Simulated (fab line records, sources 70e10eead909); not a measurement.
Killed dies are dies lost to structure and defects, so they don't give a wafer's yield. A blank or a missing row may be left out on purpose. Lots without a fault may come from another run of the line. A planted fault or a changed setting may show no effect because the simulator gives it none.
Which tool did it? | flow nand_harc | 6 lots, 18 wafers sampled, at 3 steps of a route of 1302

WHAT THE GAUGES READ, wafer by wafer
NHARC_A_ONON_D1_THK_MEAS_11: measures by ellipsometry.
lot  | measured     | on            | thk_nm (nm)
L548 | day 9 18:04  | film_metro-01 | 963 962 962
L552 | day 11 12:11 | film_metro-01 | 1005 1005 1004
L555 | day 12 18:20 | film_metro-02 | 981 981 981
L561 | day 15 05:08 | film_metro-01 | 1632 1634 1632
L564 | day 16 06:06 | film_metro-01 | 998 998 999
L566 | day 17 10:16 | film_metro-02 | 997 997 999

WHICH TOOL RAN EACH LOT (tool, then ch and the chambers of the sampled wafers, then the start)
lot  | NHARC_A_ZERO_WELL_ETCH_19          | NHARC_A_ONON_D1_DEP_09
L548 | rie_diel-07 ch 1,2, day 8 18:26    | pecvd_onon-04 ch 0, day 9 17:33
L552 | rie_diel-11 ch 0,2,3, day 10 14:22 | pecvd_onon-02 ch 0, day 11 11:44
L555 | rie_diel-03 ch 1,3, day 11 21:27   | pecvd_onon-03 ch 0, day 12 17:57
L561 | rie_diel-03 ch 1,2, day 14 02:33   | pecvd_onon-03 ch 0, day 15 04:41
L564 | rie_diel-07 ch 1,2,3, day 15 09:35 | pecvd_onon-04 ch 0, day 16 05:46
L566 | rie_diel-07 ch 0,1,2, day 16 07:55 | pecvd_onon-02 ch 0, day 17 09:45
- NHARC_A_ZERO_WELL_ETCH_19: etches the open film in N2/H2, target depth 80 nm, overetch 24 nm, time 87.88 s.
- NHARC_A_ONON_D1_DEP_09: target thk 1000 nm.

THE ANSWER, worked out from the rows above alone
Rule: what is usual is taken from the lots themselves. Put in order of their means at a reading, lots are off if they are a third of the lots or fewer, leave a main group of 4 or more, and stand apart from it by a gap of 3 or more times the standard deviation of the main group's means; of several such gaps the widest counts. A main group whose means are all the same, to the digits that the tables above print for the reading, isn't used. A lot without any number at a reading at which 4 lots or more have one is off too. The other lots that the step has rows for count as sound.
Off: L561, at NHARC_A_ONON_D1_THK_MEAS_11 (thk_nm). The main group: mean 989 nm, standard deviation 15.
A tool fits if, at a process step before that reading, it ran every lot that is off, and no sound lot after the first of them. The gauges at NHARC_A_ONON_D1_THK_MEAS_11 are tried like those tools. Can't be told from this: 2 tools fit, rie_diel-03 at NHARC_A_ZERO_WELL_ETCH_19, pecvd_onon-03 at NHARC_A_ONON_D1_DEP_09.

WHAT THE SIMULATOR HAD PUT IN
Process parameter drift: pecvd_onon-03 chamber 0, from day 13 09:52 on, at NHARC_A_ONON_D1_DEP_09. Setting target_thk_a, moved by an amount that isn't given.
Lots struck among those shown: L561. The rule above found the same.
